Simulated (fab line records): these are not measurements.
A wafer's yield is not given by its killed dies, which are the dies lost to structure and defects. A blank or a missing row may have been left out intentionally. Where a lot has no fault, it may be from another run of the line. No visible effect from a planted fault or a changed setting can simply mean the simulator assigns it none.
What tool caused it?    flow n5-finfet    7 lots, 20 wafers sampled, at 5 steps of a route of 1938

## WHAT THE GAUGES SHOWED, per wafer
N5_BEOL_M0_SAQP_CD_MEAS_25: the cd target is 13.1 nm.
lot   measured      on         cd-nm (nm)
L477  day 6 02:11   cd-sem-02  12.77 12.73 12.99
L479  day 6 13:24   cd-sem-01  12.59 12.73 12.52
L482  day 7 09:08   cd-sem-02  12.52 12.55 13.04
L484  day 8 00:44   cd-sem-02  12.76 12.71
L489  day 9 05:47   cd-sem-03  - - -
L496  day 10 20:07  cd-sem-02  12.54 13.28 12.61
L498  day 11 09:37  cd-sem-01  12.80 12.80 12.73

## EACH LOT AND THE TOOL THAT RAN IT (in order: tool; ch and the chambers of the sampled wafers; start)
lot   N5_MOL_CONTACT_COAG_ETCHBACK_134    N5_BEOL_M0_SAQP_HM_DEP_111       N5_BEOL_M0_SAQP_ETCH_83             N5_BEOL_M0_SAQP_HM_OPEN_112
L477  rie-diel-05 ch 0,3, day 5 18:07     pecvd-01 ch 0,1,2, day 6 00:05   rie-diel-01 ch 0,2, day 6 00:39     rie-diel-01 ch 0,2, day 6 00:49
L479  rie-diel-02 ch 1,2, day 6 05:30     pecvd-04 ch 0,1, day 6 11:06     rie-diel-01 ch 0,1,2, day 6 11:53   rie-diel-01 ch 0,1,2, day 6 12:02
L482  rie-diel-06 ch 2,3, day 7 00:13     pecvd-04 ch 0,1, day 7 07:02     rie-diel-03 ch 0,1,2, day 7 07:37   rie-diel-03 ch 0,1,2, day 7 07:46
L484  rie-diel-05 ch 0,1, day 7 16:38     pecvd-02 ch 0,1, day 7 22:32     rie-diel-01 ch 1,3, day 7 23:05     rie-diel-01 ch 1,3, day 7 23:15
L489  rie-diel-06 ch 0,1,2, day 8 22:00   pecvd-01 ch 0,2, day 9 03:24     rie-diel-04 ch 0,1,3, day 9 03:58   rie-diel-04 ch 0,1,3, day 9 04:08
L496  rie-diel-05 ch 0,2, day 10 11:36    pecvd-02 ch 0,1,2, day 10 17:56  rie-diel-04 ch 0,2, day 10 18:30    rie-diel-04 ch 0,2, day 10 18:39
L498  rie-diel-05 ch 1,2,3, day 10 23:32  pecvd-01 ch 0,1,2, day 11 07:31  rie-diel-01 ch 0,1,3, day 11 08:05  rie-diel-01 ch 0,1,3, day 11 08:14
- N5_MOL_CONTACT_COAG_ETCHBACK_134: etches SiO2 in CHF3, target depth 10 nm, time 6.7 s.
- N5_BEOL_M0_SAQP_HM_DEP_111: deposits SiO2 from SiH4/N2O, target thk 12 nm, time 7.2 s.
- N5_BEOL_M0_SAQP_ETCH_83: etches SiARC in CF4, target depth 39 nm, time 65 s.
- N5_BEOL_M0_SAQP_HM_OPEN_112: chemistry CHF3/O2, target SiO2, stops on a-Si, target depth 12 nm, time 13.5 s.

## THE ANSWER, worked out from the rows above alone
Rule: the lots themselves supply what counts as usual. The widest of any qualifying gaps counts: lots, ordered by their means at a reading, are off when they make up no more than a third of the lots, leave a main group of 4 or more, and stand apart from it by 3 or more times the standard deviation of that group's means. Not used: any main group whose means are identical at the precision the tables above print for the reading. A lot without any number at a reading at which 4 lots or more have one is off too. All remaining lots with rows at the step are treated as sound.
Off, at N5_BEOL_M0_SAQP_CD_MEAS_25 on cd-nm: L489. Without a number there: L489. The main group has a mean of 12.74 nm with a standard deviation of 0.073.
A tool fits if, at a process step before that reading, it ran every lot that is off, and no sound lot after the first of them. The gauges at N5_BEOL_M0_SAQP_CD_MEAS_25 are tried like those tools. This does not decide it: 2 tools fit, namely rie-diel-06 at N5_MOL_CONTACT_COAG_ETCHBACK_134 and cd-sem-03 at N5_BEOL_M0_SAQP_CD_MEAS_25.

## WHAT HAD BEEN PUT IN BY THE SIMULATOR
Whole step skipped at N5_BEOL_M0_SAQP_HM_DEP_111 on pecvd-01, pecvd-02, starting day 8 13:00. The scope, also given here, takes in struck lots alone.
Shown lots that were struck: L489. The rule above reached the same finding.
